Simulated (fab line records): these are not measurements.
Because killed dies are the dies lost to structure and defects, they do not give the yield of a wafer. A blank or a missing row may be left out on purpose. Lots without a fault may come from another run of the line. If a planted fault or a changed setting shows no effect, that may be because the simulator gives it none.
Which of the tools did it? ; flow n5 finfet ; 12 lots with 33 wafers sampled at 5 steps, on a route of 1938 steps

== WHAT THE GAUGES READ, wafer by wafer ==
N5_BEOL_M15_OVL_MEAS_11.
lot;measured;on;V14_OVL (nm)
L343;day 16 01:22;overlay-02;6 2 4
L345;day 16 09:32;overlay-02;4 -6
L347;day 17 00:19;overlay-01;1 -2 2
L349;day 17 00:59;overlay-02;4 10 4
L351;day 17 03:16;overlay-01;1 -8 -7
L348;day 17 09:39;overlay-02;9 2
L350;day 17 09:56;overlay-01;4 6 -5
L354;day 18 02:13;overlay-01;1 1 7
L359;day 18 19:40;overlay-02;9 4 4
L358;day 19 05:05;overlay-01;10 4
L363;day 20 17:35;overlay-01;7 3 6
L365;day 21 10:14;overlay-02;-4 -4 3

N5_BEOL_M15_INSPECT_12: inspects for defects (macro).
lot;measured;on;raw defect count
L343;day 16 01:23;defect inspect-02;2 1 1
L345;day 16 09:34;defect inspect-01;0 2
L347;day 17 00:20;defect inspect-02;2 2 1
L349;day 17 01:01;defect inspect-01;1 0 0
L351;day 17 03:17;defect inspect-01;1 3 2
L348;day 17 09:40;defect inspect-01;0 0
L350;day 17 09:58;defect inspect-01;2 0 2
L354;day 18 02:15;defect inspect-01;3 5 12
L359;day 18 19:41;defect inspect-01;5 4 19
L358;day 19 05:07;defect inspect-02;2 1
L363;day 20 17:36;defect inspect-01;1 0 2
L365;day 21 10:16;defect inspect-01;2 1 1

== TOOL THAT RAN EACH LOT (tool first, then ch and the chambers of the sampled wafers, then the start) ==
lot;N5_BEOL_M14_PRE_CLEAN_42;N5_BEOL_M14_ANNEAL_48;N5_BEOL_M15_ILD_DEP_00
L343;pvd sputter-01, day 15 23:26;rtp anneal-01 ch 0, day 15 23:58;pecvd-01 ch 0,1,2, day 16 00:47
L345;pvd sputter-01, day 16 07:32;rtp anneal-01 ch 0, day 16 08:05;pecvd-03 ch 0,2, day 16 08:49
L347;pvd sputter-01, day 16 22:11;rtp anneal-01 ch 0, day 16 22:59;pecvd-04 ch 0,2, day 16 23:44
L349;pvd sputter-03, day 16 22:41;rtp anneal-02 ch 0, day 16 23:29;pecvd-04 ch 1,2, day 17 00:17
L351;pvd sputter-01, day 17 01:16;rtp anneal-02 ch 0, day 17 01:46;pecvd-04 ch 0,1,2, day 17 02:33
L348;pvd sputter-03, day 17 07:39;rtp anneal-02 ch 0, day 17 08:17;pecvd-04 ch 0,1, day 17 09:03
L350;pvd sputter-01, day 17 07:48;rtp anneal-02 ch 0, day 17 08:26;pecvd-01 ch 0,2, day 17 09:14
L354;pvd sputter-02, day 18 00:11;rtp anneal-01 ch 0, day 18 00:47;pecvd-04 ch 0,1, day 18 01:31
L359;pvd sputter-01, day 18 17:31;rtp anneal-02 ch 0, day 18 18:11;pecvd-04 ch 0,1,2, day 18 18:54
L358;pvd sputter-03, day 19 03:04;rtp anneal-02 ch 0, day 19 03:37;pecvd-03 ch 1,2, day 19 04:23
L363;pvd sputter-03, day 20 15:26;rtp anneal-01 ch 0, day 20 16:05;pecvd-03 ch 0,1,2, day 20 16:52
L365;pvd sputter-01, day 21 07:25;rtp anneal-01 ch 0, day 21 08:46;pecvd-01 ch 0, day 21 09:32
- N5_BEOL_M14_PRE_CLEAN_42: time 30 s.
- N5_BEOL_M14_ANNEAL_48: time 90 s.
- N5_BEOL_M15_ILD_DEP_00: deposits SiO2 from TEOS/O2, target thk 1629.3 nm, time 346.1 s.

== AS READ BY THE TOOLS THEMSELVES (means over the sampled wafers that have a number; for cases with no such wafer, the mark the record gives instead) ==
N5_BEOL_M14_PRE_CLEAN_42.
lot;tool;heater power w (W)
L343;pvd sputter-01;465
L345;pvd sputter-01;496
L347;pvd sputter-01;461
L349;pvd sputter-03;479
L351;pvd sputter-01;475
L348;pvd sputter-03;483
L350;pvd sputter-01;457
L354;pvd sputter-02;431
L359;pvd sputter-01;504
L358;pvd sputter-03;486
L363;pvd sputter-03;516
L365;pvd sputter-01;461

N5_BEOL_M14_ANNEAL_48.
lot;tool;wafer_temp_C_max
L343;rtp anneal-01;226.03
L345;rtp anneal-01;225.82
L347;rtp anneal-01;226.01
L349;rtp anneal-02;225.82
L351;rtp anneal-02;225.38
L348;rtp anneal-02;225.68
L350;rtp anneal-02;225.61
L354;rtp anneal-01;226.18
L359;rtp anneal-02;225.71
L358;rtp anneal-02;225.65
L363;rtp anneal-01;225.93
L365;rtp anneal-01;226.01

N5_BEOL_M15_ILD_DEP_00.
lot;tool;heater power w (W);showerhead plenum p Torr (Torr);throttle valve pct (%)
L343;pecvd-01;541;8.37;18.6
L345;pecvd-03;446;8.36;18.6
L347;pecvd-04;731;8.33;18.2
L349;pecvd-04;669;8.32;18.4
L351;pecvd-04;774;8.30;18.9
L348;pecvd-04;595;8.31;19.3
L350;pecvd-01;456;8.36;19.0
L354;pecvd-04;699;8.30;19.5
L359;pecvd-04;670;8.30;19.0
L358;pecvd-03;492;8.37;18.9
L363;pecvd-03;527;8.36;19.0
L365;pecvd-01;498;8.33;19.9

== THE ANSWER, worked out from the rows above alone ==
Rule: the lots themselves supply what counts as usual. The widest of any qualifying gaps counts: lots, ordered by their means at a reading, are off when they make up no more than a third of the lots, leave a main group of 4 or more, and stand apart from it by 3 or more times the standard deviation of that group's means. A main group is skipped when, at the precision printed for the reading in the tables above, its means are all equal. Also off: a lot with no number at a reading for which 4 or more lots have one. Where the step has rows for the other lots, those lots are counted as sound. Order of review: gauges by route order, followed by the tools' own readings, for which a lot's mean as printed above is used. The first step at which some lot is off is used, and at that step the reading that is off furthest; a lot without a number counts as furthest.
Off: L354, L359, at N5_BEOL_M15_INSPECT_12 (raw defect count). The main group: mean 1.1, standard deviation 0.57.
A tool fits if, at a process step before that reading, it ran every lot that is off, and no sound lot after the first of them. Those tools and the gauges at N5_BEOL_M15_INSPECT_12 are tried in the same way. One fits: pecvd-04 at N5_BEOL_M15_ILD_DEP_00. Its last sound lot is L348 (day 17 09:03), its first lot that is off L354 (day 18 01:31): a fault that began between those two fits.

== WHAT HAD BEEN PUT IN BY THE SIMULATOR ==
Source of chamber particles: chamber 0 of pecvd-04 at N5_BEOL_M15_ILD_DEP_00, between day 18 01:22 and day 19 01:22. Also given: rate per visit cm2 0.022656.
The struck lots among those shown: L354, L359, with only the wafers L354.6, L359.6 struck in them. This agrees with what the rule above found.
